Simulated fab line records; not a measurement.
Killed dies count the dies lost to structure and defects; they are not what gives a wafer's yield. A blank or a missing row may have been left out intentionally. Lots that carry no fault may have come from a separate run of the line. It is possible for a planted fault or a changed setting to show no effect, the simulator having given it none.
fab line records	flow n5-finfet	part 1 of 2: steps 1 to 15 of 26
record lots=5	wafers=15	last-day=17
route steps=1938 shown BEOL_M5@1149
lots with no fault: from the same line, run without faults
start-h: hours from the record's first day to the start of the lot's first wafer shown	wait-h: how many hours have passed since the lot's step before this one	" unchanged from the row above	L1.1+2: a single row standing in for several wafers	- no value, or no start was given	* or withheld: withheld	< > ~ a bound
route shown NAME@n: a module of which the file shows steps, and the number in the route of the first	usual: mean and standard deviation over wafers with no fault	same: alike in all rows	chamber/n: place in a boat	sites: the reading at each site	_std_site: standard deviation of those values	_edge_site: inner sites' mean taken away from outer sites' mean	radius-mm: how far each site lies from the wafer's centre	mask NAME#n: copy n	behind: the most recent tool/chamber to have shaped the wafer	hold: cause of the lot's hold/its duration in hours/its outcome	device: the n, p or np transistor that did not switch	end of line: tests run on the same wafers once the route is complete	for a step that has no rows: nothing shown but its recipe	killed: at the first sort, the dies lost to defects and structure; wafer yield is something else	map: dies across one wafer; x = killed, . = not, _ = none there
set.NAME: the setting the step ran with; set.NAME@STEP: the setting that earlier step ran with	model.NAME: the simulator's own value behind a step, which no gauge read
lots at some steps of the route; a table a step, a row a wafer
services: from which hour (start-h, from the record's first day; less than 0 if before it) a tool's chamber was out of use, for how many hours, and why
## steps
# step N5_BEOL_M5_OVL_MEAS_29
# recipe points-per-wafer=522
# usual V4_OVL=0.1/0.79
lot.wafer	tool	chamber	start-h	wait-h	V4_OVL[nm]
L074.4	overlay-01	0	185.49	0.0	0.2
L074.5	"	0	"	"	1.4
L074.6	"	0	"	"	-0.6
L076.2	overlay-02	0	206.69	0.0	1.0
L076.5	"	0	"	"	0.1
L076.6	"	0	"	"	1.4
L077.2	overlay-02	0	206.75	0.0	-0.1
L077.3	"	0	"	"	-0.3
L077.4	"	0	"	"	0.1
L086.2	overlay-01	0	264.89	0.0	0.7
L086.3	"	0	"	"	-0.4
L086.6	"	0	"	"	0.4
L090.4	overlay-01	0	285.87	0.0	-1.6
L090.5	"	0	"	"	-0.8
L090.6	"	0	"	"	-1.9
# step N5_BEOL_M5_INSPECT_30
# recipe mode=adi	inspect-instrument=brightfield
# usual raw-defect-count=378/96
lot.wafer	tool	chamber	start-h	wait-h	raw-defect-count
L074.4	defect-inspect-02	-	185.53	0.0	242
L074.5	"	-	"	"	243
L074.6	"	-	"	"	323
L076.2	defect-inspect-01	-	206.74	0.0	388
L076.5	"	-	"	"	344
L076.6	"	-	"	"	523
L077.2	defect-inspect-01	-	206.80	0.0	257
L077.3	"	-	"	"	267
L077.4	"	-	"	"	242
L086.2	defect-inspect-01	-	264.94	0.0	356
L086.3	"	-	"	"	332
L086.6	"	-	"	"	310
L090.4	defect-inspect-02	-	285.91	0.0	476
L090.5	"	-	"	"	277
L090.6	"	-	"	"	311
# step N5_BEOL_M5_DESCUM_33
# recipe chemistry=O2	time-s=7	source-power-w=50	bias-power-w=20	pressure-mtorr=20	rf-frequency-hz=2.712e+07	temp-c=40	resist=CAR-EUV	o2-flow-sccm=225
# usual drypump-motor-current-A=5.7/0.34	oes-product-au=0.78/0.084	rf-fwd-power-W=49.37/0.23	rf-vpp-V=243.0/1.7	showerhead-plenum-p-Torr=2.09/0.091	throttle-valve-pct=20.49/0.3
# same time-s=7
lot.wafer	tool	chamber	start-h	wait-h	drypump-motor-current-A	oes-product-au	rf-fwd-power-W	rf-hours-counter-h	rf-vpp-V	showerhead-plenum-p-Torr	throttle-valve-pct
L074.4	rie-diel-05	2	185.83	0.3	6.0	0.71	48.99	205	243.7	2.16	20.22
L074.5	"	1	"	"	5.2	0.89	49.70	-	241.8	2.04	20.33
L074.6	"	2	"	"	6.0	0.71	49.02	-	246.4	2.16	20.24
L076.2	rie-diel-02	2	206.78	0.0	5.5	0.77	49.31	118	242.8	2.02	20.33
L076.5	"	0	"	"	5.4	0.69	49.51	-	243.8	2.14	20.44
L076.6	"	1	"	"	6.3	0.79	49.39	-	244.1	2.20	20.81
L077.2	rie-diel-05	3	206.92	0.1	5.5	0.92	49.15	22	242.9	2.05	20.23
L077.3	"	0	"	"	6.2	0.73	49.48	170	242.7	2.08	20.38
L077.4	"	1	"	"	5.1	0.87	49.39	31	242.4	2.04	20.34
L086.2	rie-diel-02	3	265.03	0.1	5.5	0.72	49.41	188	243.0	2.08	20.58
L086.3	"	2	"	"	5.5	0.77	49.32	139	241.3	2.01	20.37
L086.6	"	3	"	"	5.5	0.73	49.30	-	241.6	2.08	20.59
L090.4	rie-diel-02	0	285.94	0.0	5.4	0.93	49.48	10	243.2	2.14	20.07
L090.5	"	1	"	"	6.3	0.75	49.36	-	245.2	2.19	20.85
L090.6	"	0	"	"	5.4	0.93	49.67	-	243.3	2.14	20.08
# step N5_BEOL_M5_ETCH_75
# recipe chemistry=N2/H2	target=underlayer	target-depth-a=65	mask-material=CAR-EUV	time-s=5.2	ion-energy-ev=200	pressure-mtorr=30	source-w=840	bias-w=150	n2-flow-sccm=200	h2-flow-sccm=200	ends=cleared
# usual drypump-motor-current-A=5.7/0.34	etch-rf-on-time-s=5.16/0.075	oes-product-au=0.67/0.07	rf-fwd-power-W=819.7/2.3	rf-vpp-V=524/3.3	showerhead-plenum-p-Torr=2.54/0.11	throttle-valve-pct=17.91/0.29
lot.wafer	tool	chamber	start-h	wait-h	drypump-motor-current-A	etch-rf-on-time-s	oes-product-au	rf-fwd-power-W	rf-hours-counter-h	rf-vpp-V	showerhead-plenum-p-Torr	throttle-valve-pct
L074.4	rie-diel-05	2	185.87	0.0	6.0	5.23	0.61	825.2	205	525	2.63	17.58
L074.5	"	1	"	"	5.2	5.15	0.76	820.9	-	523	2.49	17.73
L074.6	"	2	"	"	6.0	5.22	0.61	823.7	-	527	2.63	17.57
L076.2	rie-diel-02	2	206.81	0.0	5.4	5.18	0.66	822.4	118	524	2.45	17.67
L076.5	"	0	"	"	5.4	5.17	0.59	816.8	-	525	2.60	17.90
L076.6	"	1	"	"	6.3	5.11	0.67	817.4	-	528	2.68	18.19
L077.2	rie-diel-05	3	206.96	0.0	5.6	5.13	0.77	822.8	22	523	2.50	17.79
L077.3	"	0	"	"	6.2	5.12	0.63	820.4	170	523	2.53	17.89
L077.4	"	1	"	"	5.2	5.12	0.74	819.0	31	522	2.48	17.77
L086.2	rie-diel-02	3	265.07	0.0	5.5	5.27	0.62	821.9	188	524	2.52	18.00
L086.3	"	2	"	"	5.5	5.23	0.64	820.5	139	521	2.44	17.70
L086.6	"	3	"	"	5.5	5.27	0.62	820.6	-	524	2.52	18.03
L090.4	rie-diel-02	0	285.98	0.0	5.4	5.09	0.79	822.0	10	525	2.59	17.47
L090.5	"	1	"	"	6.3	5.15	0.65	819.1	-	527	2.67	18.26
L090.6	"	0	"	"	5.4	5.03	0.82	820.5	-	526	2.59	17.49
# step N5_BEOL_M5_ETCH_67
# recipe chemistry=CF4	target=SiARC	target-depth-a=156	mask-material=CAR-EUV	time-s=26	ion-energy-ev=80	pressure-mtorr=40	source-w=545	bias-w=36	Ar_flow_sccm=100	cf4-flow-sccm=100	ends=cleared
# usual drypump-motor-current-A=5.7/0.34	etch-rf-on-time-s=25.8/0.32	oes-product-au=0.67/0.07	rf-fwd-power-W=532.0/2.3	rf-vpp-V=184.0/1.3	showerhead-plenum-p-Torr=2.14/0.091	throttle-valve-pct=15.68/0.27
lot.wafer	tool	chamber	start-h	wait-h	drypump-motor-current-A	etch-rf-on-time-s	oes-product-au	rf-fwd-power-W	rf-hours-counter-h	rf-vpp-V	showerhead-plenum-p-Torr	throttle-valve-pct
L074.4	rie-diel-05	2	185.88	0.0	6.0	25.9	0.61	533.5	205	186.1	2.20	15.48
L074.5	"	1	"	"	5.2	25.9	0.75	532.6	-	183.3	2.10	15.53
L074.6	"	2	"	"	6.0	25.7	0.60	533.2	-	184.4	2.20	15.49
L076.2	rie-diel-02	2	206.83	0.0	5.5	26.0	0.66	528.4	118	184.1	2.07	15.51
L076.5	"	0	"	"	5.4	25.9	0.60	532.1	-	184.8	2.19	15.68
L076.6	"	1	"	"	6.3	25.8	0.66	532.6	-	184.4	2.24	15.94
L077.2	rie-diel-05	3	206.97	0.0	5.6	25.9	0.78	532.8	22	185.6	2.11	15.39
L077.3	"	0	"	"	6.2	25.5	0.62	532.1	170	183.4	2.14	15.67
L077.4	"	1	"	"	5.2	25.7	0.74	533.2	31	183.4	2.10	15.51
L086.2	rie-diel-02	3	265.08	0.0	5.5	26.5	0.62	532.2	188	184.3	2.13	15.80
L086.3	"	2	"	"	5.5	26.2	0.65	532.2	139	183.3	2.06	15.54
L086.6	"	3	"	"	5.5	26.9	0.61	532.3	-	183.3	2.13	15.80
L090.4	rie-diel-02	0	285.99	0.0	5.4	25.5	0.80	534.2	10	184.9	2.19	15.23
L090.5	"	1	"	"	6.3	25.6	0.65	533.2	-	186.6	2.24	15.96
L090.6	"	0	"	"	5.4	25.6	0.80	532.4	-	185.0	2.19	15.23
# step N5_BEOL_M5_ETCH_68
# recipe chemistry=N2/H2	target=SOC	target-depth-a=800	overetch-a=160	mask-material=SiARC	temp-c=40	time-s=120	ion-energy-ev=200	pressure-mtorr=30	source-w=840	bias-w=150	n2-flow-sccm=200	h2-flow-sccm=200
# usual drypump-motor-current-A=5.7/0.34	oes-product-au=0.60/0.061	rf-fwd-power-W=835.3/2.8	rf-vpp-V=524/3.3	showerhead-plenum-p-Torr=2.54/0.11	throttle-valve-pct=17.87/0.29
# same time-s=120
lot.wafer	tool	chamber	start-h	wait-h	drypump-motor-current-A	oes-product-au	rf-fwd-power-W	rf-hours-counter-h	rf-vpp-V	showerhead-plenum-p-Torr	throttle-valve-pct
L074.4	rie-diel-05	2	185.91	0.0	6.1	0.55	835.3	205	527	2.63	17.53
L074.5	"	1	"	"	5.2	0.67	837.4	-	522	2.49	17.70
L074.6	"	2	"	"	6.0	0.55	832.4	-	526	2.63	17.54
L076.2	rie-diel-02	2	206.86	0.0	5.5	0.59	837.8	118	522	2.45	17.63
L076.5	"	0	"	"	5.4	0.53	838.4	-	526	2.60	17.84
L076.6	"	1	"	"	6.4	0.60	836.3	-	527	2.68	18.19
L077.2	rie-diel-05	3	207.00	0.0	5.6	0.70	836.7	22	523	2.49	17.74
L077.3	"	0	"	"	6.2	0.55	830.5	171	524	2.53	17.85
L077.4	"	1	"	"	5.2	0.67	835.1	31	522	2.48	17.73
L086.2	rie-diel-02	3	265.11	0.0	5.6	0.57	835.1	188	523	2.52	17.97
L086.3	"	2	"	"	5.5	0.58	834.6	139	521	2.44	17.68
L086.6	"	3	"	"	5.5	0.57	836.8	-	523	2.52	17.99
L090.4	rie-diel-02	0	286.02	0.0	5.4	0.71	836.5	10	526	2.59	17.45
L090.5	"	1	"	"	6.4	0.58	831.3	-	526	2.67	18.22
L090.6	"	0	"	"	5.4	0.72	833.5	-	526	2.59	17.45
# step N5_BEOL_M5_STRIP_69
# recipe chemistry=N2/H2	temp-c=40	n2-flow-sccm=200	h2-flow-sccm=200	rf-frequency-hz=6e+07
lot.wafer	tool	chamber	start-h	wait-h
L074.4+5+6	rie-diel-05	2,1,2	185.99	0.0
L076.2+5+6	rie-diel-02	2,0,1	206.94	0.0
L077.2+3+4	rie-diel-05	3,0,1	207.08	0.0
L086.2+3+6	rie-diel-02	3,2,3	265.19	0.0
L090.4+5+6	rie-diel-02	0,1,0	286.10	0.0
# step N5_BEOL_M5_STRIP_76
# recipe chemistry=N2/H2	temp-c=40	n2-flow-sccm=200	h2-flow-sccm=200	rf-frequency-hz=6e+07
lot.wafer	tool	chamber	start-h	wait-h
L074.4+5+6	rie-diel-05	2,1,2	186.00	0.0
L076.2+5+6	rie-diel-02	2,0,1	206.95	0.0
L077.2+3+4	rie-diel-05	3,0,1	207.09	0.0
L086.2+3+6	rie-diel-02	3,2,3	265.20	0.0
L090.4+5+6	rie-diel-02	0,1,0	286.11	0.0
# step N5_BEOL_M5_VIA_ETCH_34
# recipe chemistry=C4F6/O2	target=SiCOH_lowk	target-depth-a=883	mask-material=SOC	taper-deg=4	time-s=39.2	ion-energy-ev=250	pressure-mtorr=30	source-w=345	bias-w=185	Ar_flow_sccm=300	C4F6_flow_sccm=10	O2_flow_sccm=10
# usual drypump-motor-current-A=5.7/0.34	oes-product-au=0.78/0.083	rf-fwd-power-W=340.8/1.6	rf-vpp-V=664/5.6	showerhead-plenum-p-Torr=2.84/0.12	throttle-valve-pct=20.94/0.26
# same time-s=39.2
lot.wafer	tool	chamber	start-h	wait-h	drypump-motor-current-A	oes-product-au	rf-fwd-power-W	rf-hours-counter-h	rf-vpp-V	showerhead-plenum-p-Torr	throttle-valve-pct
L074.4	rie-diel-05	2	186.01	0.0	6.0	0.71	339.2	206	664	2.93	20.63
L074.5	"	1	"	"	5.2	0.88	340.9	-	654	2.79	20.84
L074.6	"	2	"	"	6.1	0.70	338.1	-	664	2.93	20.62
L076.2	rie-diel-02	2	206.96	0.0	5.5	0.78	340.5	118	662	2.75	20.78
L076.5	"	0	"	"	5.4	0.69	341.7	-	664	2.92	20.90
L076.6	"	1	"	"	6.3	0.79	338.5	-	668	2.98	21.20
L077.2	rie-diel-05	3	207.10	0.0	5.6	0.92	340.6	22	666	2.80	20.77
L077.3	"	0	"	"	6.1	0.72	340.0	171	666	2.85	20.94
L077.4	"	1	"	"	5.2	0.87	344.6	31	655	2.79	20.85
L086.2	rie-diel-02	3	265.21	0.0	5.5	0.72	342.9	188	672	2.82	20.98
L086.3	"	2	"	"	5.5	0.76	338.9	139	663	2.74	20.80
L086.6	"	3	"	"	5.5	0.72	342.5	-	671	2.82	20.97
L090.4	rie-diel-02	0	286.12	0.0	5.4	0.94	343.3	10	662	2.91	20.55
L090.5	"	1	"	"	6.4	0.77	341.0	-	666	2.97	21.26
L090.6	"	0	"	"	5.4	0.94	342.5	-	664	2.91	20.55
# step N5_BEOL_M5_STRIP_85
# recipe chemistry=C4F6/O2	resist=SiARC	rf-frequency-hz=6e+07
lot.wafer	tool	chamber	start-h	wait-h
L074.4+5+6	rie-diel-05	2,1,2	186.05	0.0
L076.2+5+6	rie-diel-02	2,0,1	206.99	0.0
L077.2+3+4	rie-diel-05	3,0,1	207.14	0.0
L086.2+3+6	rie-diel-02	3,2,3	265.25	0.0
L090.4+5+6	rie-diel-02	0,1,0	286.16	0.0
# step N5_BEOL_M5_STRIP_36
# recipe chemistry=N2/H2	power-w=450	temp-c=40	pressure-mtorr=20	rf-frequency-hz=6e+07	overash-fraction=0.3	bias-power-w=7	h2-frac=0.5	n2-flow-sccm=200	h2-flow-sccm=200
# usual drypump-motor-current-A=5.7/0.34	oes-product-au=0.78/0.084	rf-vpp-V=59.1/1.5	showerhead-plenum-p-Torr=2.53/0.11	throttle-valve-pct=23.7/0.33
lot.wafer	tool	chamber	start-h	wait-h	drypump-motor-current-A	oes-product-au	rf-hours-counter-h	rf-vpp-V	showerhead-plenum-p-Torr	throttle-valve-pct
L074.4	rie-diel-05	2	186.06	0.0	6.0	0.70	206	60.0	2.62	23.2
L074.5	"	1	"	"	5.2	0.88	-	56.8	2.48	23.5
L074.6	"	2	"	"	6.0	0.70	-	61.5	2.62	23.2
L076.2	rie-diel-02	2	207.00	0.0	5.5	0.77	118	57.7	2.45	23.3
L076.5	"	0	"	"	5.4	0.69	-	60.4	2.60	23.7
L076.6	"	1	"	"	6.3	0.79	-	60.9	2.67	24.0
L077.2	rie-diel-05	3	207.15	0.0	5.6	0.90	22	59.6	2.49	23.8
L077.3	"	0	"	"	6.2	0.71	171	57.4	2.53	23.7
L077.4	"	1	"	"	5.2	0.89	31	62.3	2.48	23.5
L086.2	rie-diel-02	3	265.26	0.0	5.5	0.72	188	57.5	2.52	23.8
L086.3	"	2	"	"	5.5	0.76	139	60.0	2.44	23.3
L086.6	"	3	"	"	5.5	0.74	-	57.2	2.52	23.8
L090.4	rie-diel-02	0	286.17	0.0	5.4	0.94	10	58.8	2.59	23.3
L090.5	"	1	"	"	6.4	0.77	-	61.0	2.66	24.1
L090.6	"	0	"	"	5.4	0.94	-	62.7	2.59	23.3
# step N5_BEOL_M5_TRENCH_ETCH_37
# recipe chemistry=C4F6/O2	target-depth-a=716.52	target=SiCOH_lowk	time-s=24.7	ion-energy-ev=250	pressure-mtorr=30	source-w=345	bias-w=185	Ar_flow_sccm=300	C4F6_flow_sccm=10	O2_flow_sccm=10
# usual drypump-motor-current-A=5.7/0.33	oes-product-au=0.78/0.084	rf-fwd-power-W=339.4/1.8	rf-vpp-V=664/5.7	showerhead-plenum-p-Torr=2.84/0.12	throttle-valve-pct=20.98/0.26
# same time-s=24.7
lot.wafer	tool	chamber	start-h	wait-h	drypump-motor-current-A	oes-product-au	rf-fwd-power-W	rf-hours-counter-h	rf-vpp-V	showerhead-plenum-p-Torr	throttle-valve-pct
L074.4	rie-diel-05	2	-	-	6.1	0.71	336.8	206	664	2.93	20.66
L074.5	"	1	"	"	5.2	0.90	341.0	-	654	2.79	20.90
L074.6	"	2	"	"	6.0	0.71	339.8	-	665	2.93	20.68
L076.2	rie-diel-02	2	-	-	5.5	0.77	339.4	118	663	2.75	20.80
L076.5	"	0	"	"	5.4	0.70	338.2	-	665	2.92	20.95
L076.6	"	1	"	"	6.3	0.78	340.4	-	666	2.98	21.26
L077.2	rie-diel-05	3	-	-	5.6	0.92	338.5	22	667	2.80	20.81
L077.3	"	0	"	"	6.1	0.72	341.8	171	666	2.85	20.97
L077.4	"	1	"	"	5.2	0.87	340.6	31	656	2.79	20.90
L086.2	rie-diel-02	3	-	-	5.5	0.73	340.2	188	672	2.82	21.02
L086.3	"	2	"	"	5.5	0.76	337.7	139	661	2.74	20.85
L086.6	"	3	"	"	5.5	0.73	339.8	-	672	2.82	21.01
L090.4	rie-diel-02	0	-	-	5.4	0.94	340.3	10	663	2.91	20.60
L090.5	"	1	"	"	6.3	0.77	337.4	-	668	2.97	21.29
L090.6	"	0	"	"	5.4	0.95	341.7	-	664	2.91	20.60
# step N5_BEOL_M5_ETCH_41
# recipe chemistry=CH3F/O2	target=SiCN	target-depth-a=315	taper-deg=2	time-s=56.7	ion-energy-ev=120	mask-material=TiN	pressure-mtorr=30	source-w=395	bias-w=75	Ar_flow_sccm=150	CH3F_flow_sccm=30	O2_flow_sccm=20
# usual drypump-motor-current-A=5.7/0.34	oes-product-au=0.78/0.083	rf-fwd-power-W=391.1/1.5	rf-vpp-V=297.4/2	showerhead-plenum-p-Torr=2.00/0.089	throttle-valve-pct=16.38/0.26
# same time-s=56.7
lot.wafer	tool	chamber	start-h	wait-h	drypump-motor-current-A	oes-product-au	rf-fwd-power-W	rf-hours-counter-h	rf-vpp-V	showerhead-plenum-p-Torr	throttle-valve-pct
L074.4	rie-diel-05	2	-	-	6.1	0.71	389.4	206	298.2	2.06	16.16
L074.5	"	1	"	"	5.2	0.89	391.2	-	296.6	1.96	16.23
L074.6	"	2	"	"	6.0	0.71	390.1	-	298.7	2.06	16.16
L076.2	rie-diel-02	2	-	-	5.5	0.77	390.3	118	296.5	1.93	16.23
L076.5	"	0	"	"	5.4	0.70	391.5	-	299.2	2.05	16.40
L076.6	"	1	"	"	6.3	0.78	390.6	-	299.9	2.10	16.65
L077.2	rie-diel-05	3	-	-	5.6	0.91	390.1	22	295.8	1.97	16.13
L077.3	"	0	"	"	6.1	0.73	392.4	171	298.3	2.00	16.38
L077.4	"	1	"	"	5.2	0.87	390.6	31	297.0	1.96	16.23
L086.2	rie-diel-02	3	-	-	5.5	0.72	393.1	188	298.6	1.98	16.46
L086.3	"	2	"	"	5.5	0.75	390.8	139	296.3	1.92	16.27
L086.6	"	3	"	"	5.5	0.73	392.2	-	296.8	1.98	16.46
L090.4	rie-diel-02	0	-	-	5.4	0.94	392.0	10	298.8	2.05	15.97
L090.5	"	1	"	"	6.3	0.76	390.8	-	299.8	2.09	16.67
L090.6	"	0	"	"	5.4	0.94	391.2	-	298.2	2.05	15.94
# step N5_BEOL_M5_STRIP_91
# recipe chemistry=N2/H2	time-s=10	power-w=450	temp-c=40	pressure-mtorr=20	rf-frequency-hz=6e+07	bias-power-w=7	n2-flow-sccm=200	h2-flow-sccm=200
# usual drypump-motor-current-A=5.7/0.34	oes-product-au=0.78/0.084	rf-vpp-V=59.2/0.92	showerhead-plenum-p-Torr=2.53/0.11	throttle-valve-pct=23.7/0.33
# same time-s=10
lot.wafer	tool	chamber	start-h	wait-h	drypump-motor-current-A	oes-product-au	rf-hours-counter-h	rf-vpp-V	showerhead-plenum-p-Torr	throttle-valve-pct
L074.4	rie-diel-05	2	-	-	6.0	0.71	206	59.7	2.62	23.2
L074.5	"	1	"	"	5.2	0.89	-	59.1	2.48	23.5
L074.6	"	2	"	"	6.0	0.71	-	58.5	2.62	23.2
L076.2	rie-diel-02	2	-	-	5.5	0.77	118	58.6	2.45	23.3
L076.5	"	0	"	"	5.4	0.69	-	59.6	2.60	23.6
L076.6	"	1	"	"	6.3	0.79	-	59.8	2.67	24.0
L077.2	rie-diel-05	3	-	-	5.6	0.91	22	59.8	2.49	23.8
L077.3	"	0	"	"	6.2	0.72	171	58.3	2.53	23.7
L077.4	"	1	"	"	5.2	0.88	31	58.8	2.48	23.5
L086.2	rie-diel-02	3	-	-	5.5	0.73	188	59.9	2.52	23.8
L086.3	"	2	"	"	5.5	0.76	139	58.4	2.44	23.4
L086.6	"	3	"	"	5.5	0.73	-	58.5	2.52	23.8
L090.4	rie-diel-02	0	-	-	5.4	0.94	10	59.4	2.59	23.3
L090.5	"	1	"	"	6.3	0.76	-	58.3	2.66	24.1
L090.6	"	0	"	"	5.4	0.93	-	58.9	2.59	23.3
# step N5_BEOL_M5_OCD_MEAS_38
# usual trench-depth-nm=71.6/1.1
lot.wafer	tool	chamber	start-h	wait-h	trench-depth-nm
L074.4	ocd-02	-	186.25	-	70.7
L074.5	"	-	"	"	73.3
L074.6	"	-	"	"	71.1
L076.2	ocd-01	-	207.20	-	71.3
L076.5	"	-	"	"	69.8
L076.6	"	-	"	"	71.3
L077.2	ocd-02	-	207.35	-	72.2
L077.3	"	-	"	"	72.5
L077.4	"	-	"	"	71.5
L086.2	ocd-01	-	265.45	-	70.4
L086.3	"	-	"	"	71.1
L086.6	"	-	"	"	70.7
L090.4	ocd-02	-	286.36	-	73.0
L090.5	"	-	"	"	72.1
L090.6	"	-	"	"	73.6
